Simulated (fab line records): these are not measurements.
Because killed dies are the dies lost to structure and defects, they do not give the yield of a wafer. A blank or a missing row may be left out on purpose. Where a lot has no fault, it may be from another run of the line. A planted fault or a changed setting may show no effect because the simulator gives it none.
fab line records	flow n5_finfet
record: lots: 5	wafers: 15	last_day: 19
route steps=1938 shown BEOL_M1@821 BEOL_M4@1111 PASSIVATION@1936
lots with no fault: from the same line, run without faults
start_h: hours from the record's opening day to when the first of the lot's shown wafers began	wait_h: hours since the lot's step before	" same as the row above	L1.1+2: one row covering several wafers at once	- no value present, or no start provided	* or withheld: withheld	< > ~ a bound
route shown NAME@n: a module of which the file shows steps, and the number in the route of the first	usual: mean/standard deviation taken from wafers without a fault	same: alike in all rows	chamber/n: place in a boat	sites: readings site by site	_std_site: standard deviation of those values	_edge_site: inner sites' mean taken away from outer sites' mean	radius_mm: how far each site lies from the wafer's centre	mask NAME#n: copy n	behind: the last tool/chamber to shape the wafer	hold: reason for holding the lot/hours on hold/outcome of the hold	device: the n, p or np transistor that did not switch	end of line: tests of these same wafers at the route's end	where a step has no rows: the recipe by itself	killed: dies lost to structure and defects at the first sort, not the wafer's yield	map: a wafer's dies, x killed, . not, _ none there
set.NAME: the setting that was run; set.NAME@STEP: the one run at that earlier step	model.NAME: the simulator's own value behind a step, which no gauge read
certain route steps with their lots: each step a table, each wafer a row
services: a tool's chamber out of use, with start hour (start_h, from the record's first day; less than 0 if before it), hours out, and reason
== steps ==
step: N5_BEOL_M1_ANNEAL_87
recipe: temp_c: 400	time_s: 240	ambient: vacuum
usual: heater_power_w: 783/95
lot.wafer	tool	chamber	start_h	wait_h	heater_power_w
L727.1	pvd_sputter-03	-	140.43	0.0	1022
L727.4	"	-	"	"	695
L727.6	"	-	"	"	626
L735.2	pvd_sputter-01	-	199.30	0.0	880
L735.5	"	-	"	"	769
L735.6	"	-	"	"	893
L743.1	pvd_sputter-02	-	249.30	0.0	715
L743.2	"	-	"	"	870
L743.6	"	-	"	"	784
L745.1	pvd_sputter-02	-	256.59	0.0	796
L745.4	"	-	"	"	721
L745.6	"	-	"	"	746
L742.1	pvd_sputter-03	-	274.49	0.0	691
L742.3	"	-	"	"	796
L742.5	"	-	"	"	706
step: N5_BEOL_M1_SPUTTER_88
recipe: material: Cu	target_thk_a: 45	temp_c: -20	chamber_pressure_pa: 0.07	power_w: withheld	time_s: 8.29
usual: throttle_valve_pct: 30.3/1.5
lot.wafer	tool	chamber	start_h	wait_h	throttle_valve_pct
L727.1	pvd_sputter-03	-	140.57	0.1	32.5
L727.4	"	-	"	"	29.7
L727.6	"	-	"	"	31.0
L735.2	pvd_sputter-01	-	199.44	0.1	32.9
L735.5	"	-	"	"	29.7
L735.6	"	-	"	"	32.9
L743.1	pvd_sputter-02	-	249.44	0.1	32.4
L743.2	"	-	"	"	29.4
L743.6	"	-	"	"	29.1
L745.1	pvd_sputter-02	-	256.73	0.1	29.7
L745.4	"	-	"	"	32.3
L745.6	"	-	"	"	29.3
L742.1	pvd_sputter-03	-	274.63	0.1	29.2
L742.3	"	-	"	"	29.9
L742.5	"	-	"	"	29.5
step: N5_BEOL_M1_ANNEAL_89
recipe: temp_c: 400	time_s: 240	ambient: vacuum
usual: heater_power_w: 783/97
lot.wafer	tool	chamber	start_h	wait_h	heater_power_w
L727.1	pvd_sputter-03	-	140.65	0.0	1008
L727.4	"	-	"	"	696
L727.6	"	-	"	"	628
L735.2	pvd_sputter-01	-	199.52	0.0	880
L735.5	"	-	"	"	774
L735.6	"	-	"	"	886
L743.1	pvd_sputter-02	-	249.52	0.0	713
L743.2	"	-	"	"	888
L743.6	"	-	"	"	750
L745.1	pvd_sputter-02	-	256.81	0.0	785
L745.4	"	-	"	"	706
L745.6	"	-	"	"	773
L742.1	pvd_sputter-03	-	274.71	0.0	687
L742.3	"	-	"	"	776
L742.5	"	-	"	"	705
step: N5_BEOL_M1_SPUTTER_90
recipe: material: Cu	target_thk_a: 45	temp_c: -20	chamber_pressure_pa: 0.07	power_w: withheld	time_s: 8.29
step: N5_BEOL_M1_ANNEAL_91
recipe: temp_c: 400	time_s: 240	ambient: vacuum
step: N5_BEOL_M1_SPUTTER_92
recipe: material: Cu	target_thk_a: 45	temp_c: -20	chamber_pressure_pa: 0.07	power_w: withheld	time_s: 8.29
usual: throttle_valve_pct: 30.3/1.5
lot.wafer	tool	chamber	start_h	wait_h	throttle_valve_pct
L727.1	pvd_sputter-03	-	141.01	0.1	32.6
L727.4	"	-	"	"	29.5
L727.6	"	-	"	"	31.0
L735.2	pvd_sputter-01	-	199.88	0.1	32.4
L735.5	"	-	"	"	29.9
L735.6	"	-	"	"	32.7
L743.1	pvd_sputter-02	-	249.88	0.1	32.8
L743.2	"	-	"	"	29.0
L743.6	"	-	"	"	29.2
L745.1	pvd_sputter-02	-	257.17	0.1	29.7
L745.4	"	-	"	"	32.3
L745.6	"	-	"	"	29.1
L742.1	pvd_sputter-03	-	275.07	0.1	29.5
L742.3	"	-	"	"	29.8
L742.5	"	-	"	"	29.3
step: N5_BEOL_M1_ANNEAL_93
recipe: temp_c: 400	time_s: 240	ambient: vacuum
step: N5_BEOL_M1_SPUTTER_94
recipe: material: Cu	target_thk_a: 45	temp_c: -20	chamber_pressure_pa: 0.07	power_w: withheld	time_s: 8.29
step: N5_BEOL_M1_ANNEAL_95
recipe: temp_c: 400	time_s: 240	ambient: vacuum
usual: heater_power_w: 781/94
lot.wafer	tool	chamber	start_h	wait_h	heater_power_w
L727.1	pvd_sputter-03	-	141.31	0.0	1007
L727.4	"	-	"	"	696
L727.6	"	-	"	"	625
L735.2	pvd_sputter-01	-	200.18	0.0	888
L735.5	"	-	"	"	753
L735.6	"	-	"	"	877
L743.1	pvd_sputter-02	-	250.18	0.0	726
L743.2	"	-	"	"	872
L743.6	"	-	"	"	752
L745.1	pvd_sputter-02	-	257.47	0.0	773
L745.4	"	-	"	"	703
L745.6	"	-	"	"	763
L742.1	pvd_sputter-03	-	275.37	0.0	708
L742.3	"	-	"	"	775
L742.5	"	-	"	"	706
step: N5_BEOL_M1_SPUTTER_96
recipe: material: Cu	target_thk_a: 45	temp_c: -20	chamber_pressure_pa: 0.07	power_w: withheld	time_s: 8.29
step: N5_BEOL_M1_ECD_50
recipe: material: Cu	target_thk_a: 3000
step: N5_BEOL_M1_ANNEAL_51
recipe: temp_c: 225	time_s: 90	ambient: N2
step: N5_BEOL_M1_CMP_52
recipe: stop_on: SiOC	t_overpolish_s: 6.8	down_force_psi: 1	platen_rpm: 50	clearing_platen_down_force_psi: 1.5	clearing_platen_rpm: 50	post_cmp_clean: cu_alkaline	target_thk_nm: 40	clearing_platen_pad_velocity_m_s: 0.99484	pad_velocity_m_s: 0.99484
usual: barrier_field_endpoint_s: 24.7/0.63	head_pressure_psi: 1.0001/0.0023	motor_current_A: 6.0/0.47	overpolish_run_s: 6.802/0.0097	time_to_endpoint_s: 62.4/2.4
lot.wafer	tool	chamber	start_h	wait_h	barrier_field_endpoint_s	head_pressure_psi	motor_current_A	overpolish_run_s	time_to_endpoint_s
L727.4	cmp-04	3	141.98	0.2	24.5	1.0035	7.1	6.805	64.3
L727.1	"	0	"	"	24.2	0.9990	5.8	6.803	65.6
L727.6	"	2	"	"	24.8	1.0006	6.6	6.787	66.4
L735.2	cmp-02	2	200.82	0.2	33.6	0.7109	5.4	6.806	61.0
L735.6	"	2	"	"	34.3	0.7146	5.0	6.781	61.4
L735.5	"	3	"	"	24.8	1.0050	6.0	6.805	62.6
L743.1	cmp-03	1	250.89	0.3	24.1	1.0017	5.8	6.814	61.9
L743.2	"	2	"	"	24.1	1.0002	5.7	6.807	63.0
L743.6	"	0	"	"	24.3	1.0005	6.8	6.803	60.6
L745.4	cmp-04	2	258.13	0.1	25.6	1.0000	6.3	6.797	63.0
L745.1	"	1	"	"	25.0	1.0037	6.0	6.795	65.3
L745.6	"	3	"	"	25.1	1.0000	6.9	6.802	61.6
L742.3	cmp-02	0	276.07	0.2	24.2	1.0026	5.5	6.808	61.1
L742.1	"	1	"	"	24.7	0.9993	5.7	6.802	62.5
L742.5	"	3	"	"	24.2	1.0005	5.9	6.802	59.3
step: N5_BEOL_M4_RC_MEAS_101
usual: DIBL_N: 36.3/1.2	DIBL_P: 36.3/1.4	IOFF_N: 0.160/0.02	IOFF_P: 0.210/0.025	ION_N: 675/9.5	ION_P: 462/7	SS_N: 71.5/0.53	SS_P: 73.4/0.55	VT_N: 249.5/2.6	VT_P: -250.1/2.9
lot.wafer	tool	chamber	start_h	wait_h	DIBL_N[mV/V]	DIBL_P[mV/V]	IOFF_N[nA/um]	IOFF_P[nA/um]	ION_N[uA/um]	ION_P[uA/um]	SS_N[mV/dec]	SS_P[mV/dec]	VT_N[mV]	VT_P[mV]
L727.1	prober-02	0	210.46	0.0	35.5	33.9	0.132	0.192	666	461	71.0	73.5	249.7	-250.3
L727.4	"	0	"	"	37.4	34.9	0.163	0.212	676	458	71.6	73.6	249.1	-252.2
L727.6	"	0	"	"	36.1	34.5	0.145	0.197	677	467	71.2	73.7	255.0	-252.4
L735.2	prober-01	0	266.73	0.2	35.7	34.4	0.146	0.208	672	463	70.5	72.9	249.7	-247.3
L735.5	"	0	"	"	38.0	37.1	0.197	0.260	687	479	71.3	74.1	245.6	-245.5
L735.6	"	0	"	"	36.6	35.8	0.168	0.246	677	471	71.3	73.0	247.9	-244.0
L745.1	prober-01	0	334.37	0.0	34.5	34.8	0.144	0.179	673	456	70.2	71.9	251.6	-254.8
L745.4	"	0	"	"	35.2	36.1	0.167	0.198	684	467	70.8	73.4	247.0	-250.6
L745.6	"	0	"	"	35.2	35.1	0.160	0.185	675	458	71.4	72.3	249.6	-254.0
L743.1	prober-02	0	338.15	0.0	38.0	39.3	0.195	0.254	681	471	71.8	72.9	247.0	-247.5
L743.2	"	0	"	"	36.0	36.0	0.144	0.194	675	463	71.4	73.5	249.6	-252.1
L743.6	"	0	"	"	38.7	39.4	0.194	0.248	692	471	71.4	74.3	245.6	-246.6
L742.1	prober-02	0	340.93	0.0	36.8	35.9	0.166	0.219	687	469	70.9	73.9	250.1	-247.4
L742.3	"	0	"	"	36.7	34.8	0.151	0.198	675	460	71.4	73.7	250.3	-250.7
L742.5	"	0	"	"	35.4	33.9	0.135	0.179	671	462	70.9	73.3	252.3	-251.9
step: N5_PASSIVATION_PROBE_49
usual: defect_limited_yield: 90.9/1.3	killed_at_M0_to_M3: 36/11	killed_at_M4_up: 13/5.1	killed_at_contacts: 14/4.9	killed_at_front_end: 41/10	killed_at_other: 3.4/2.6	killed_dies: 107/16	killed_open: 70/11	killed_short: 36/7.8	sort_bin_5_function: 5.4/0.84	sort_bin_6_memory: 3.4/0.67	sort_n_pass: 1073/16	sort_yield_pct: 90.9/1.3
same: gross_dies: 1180	killed_at_back_side: 0	sort_bin_4_leakage[%]: 0	sort_bin_8_speed[%]: 0
lot.wafer	tool	chamber	start_h	wait_h	defect_limited_yield[%]	killed_at_M0_to_M3	killed_at_M4_up	killed_at_contacts	killed_at_front_end	killed_at_other	killed_dies	killed_open	killed_short	sort_bin_5_function[%]	sort_bin_6_memory[%]	sort_n_pass	sort_yield_pct[%]
L743.1	prober-01	-	462.36	0.0	91.3	38	9	11	44	1	103	61	41	5.1	3.3	1077	91.3
L743.2	prober-01	-	462.41	0.1	88.6	54	10	14	54	3	135	88	43	7.2	3.6	1045	88.6
L743.6	prober-01	-	462.61	0.3	90.2	43	14	18	39	2	116	82	33	5.0	4.3	1064	90.2
killed by level:class
L743.1 FIN_SAQP:geometric_particle:short=17 MOL_CONTACT_COAG:geometric_particle:open=9 STI_FIN_REVEAL:geometric_particle:open=8 BEOL_M3:geometric_particle:open=7 BEOL_M0_SAQP:geometric_particle:open=7 BEOL_M2:geometric_particle:open=7 FIN_SAQP:geometric_particle:open=6 BEOL_M0_SAQP:geometric_particle:short=6
L743.2 FIN_SAQP:geometric_particle:open=17 FIN_SAQP:geometric_particle:short=13 BEOL_M0_SAQP:geometric_particle:short=13 BEOL_M1:geometric_particle:open=11 STI_FIN_REVEAL:geometric_particle:open=10 MOL_CONTACT_COAG:geometric_particle:open=9 BEOL_M0_SAQP:geometric_particle:open=9 BEOL_M3:geometric_particle:open=9
L743.6 STI_FIN_REVEAL:geometric_particle:open=16 BEOL_M2:geometric_particle:open=14 MOL_CONTACT_COAG:geometric_particle:open=12 BEOL_M1:geometric_particle:open=9 MOL_CONTACT_COAG:geometric_particle:short=6 BEOL_M6:geometric_particle:open=6 FIN_SAQP:geometric_particle:open=5 BEOL_M0_SAQP:geometric_particle:short=5
== services ==
tool	chamber	start_h	hours	kind
cmp-02	-	119.64	4.0	pm
cmp-02	-	123.64	-	consumable_replace:conditioner
cmp-02	-	123.64	-	consumable_replace:pad
cmp-04	-	129.63	10.0	pm
cmp-03	-	153.03	0.3	repair
cmp-03	-	174.62	3.7	pm
cmp-03	-	182.14	4.0	pm
cmp-03	-	186.14	-	consumable_replace:conditioner
cmp-03	-	186.14	-	consumable_replace:pad
cmp-03	-	199.31	4.2	repair
cmp-02	-	201.20	1.1	repair
cmp-04	-	245.63	0.6	repair
cmp-04	-	264.61	6.3	pm
cmp-04	-	273.00	2.2	repair
== key ==
first_sign: step: N5_BEOL_M1_CMP_52	reading: head_pressure_psi	direction: down	sigmas: 99+	usual: 1.0001	struck: 0.7127
effect: step: N5_BEOL_M1_CMP_52	reading: barrier_field_endpoint_s	direction: up	sigmas: 15	usual: 24.7	struck: 34.0
met_at N5_BEOL_M1_CMP_52
struck_wafers L735.2,L735.6
fault: kind: process_parameter_drift	tool: cmp-02	chamber: 2	onset_h: 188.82	steps: N5_BEOL_M1_CMP_52	channel: down_force_psi	offset: -0.28615	shape: step	end_h: 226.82	acts_in: these_recipes_only	stated: 1
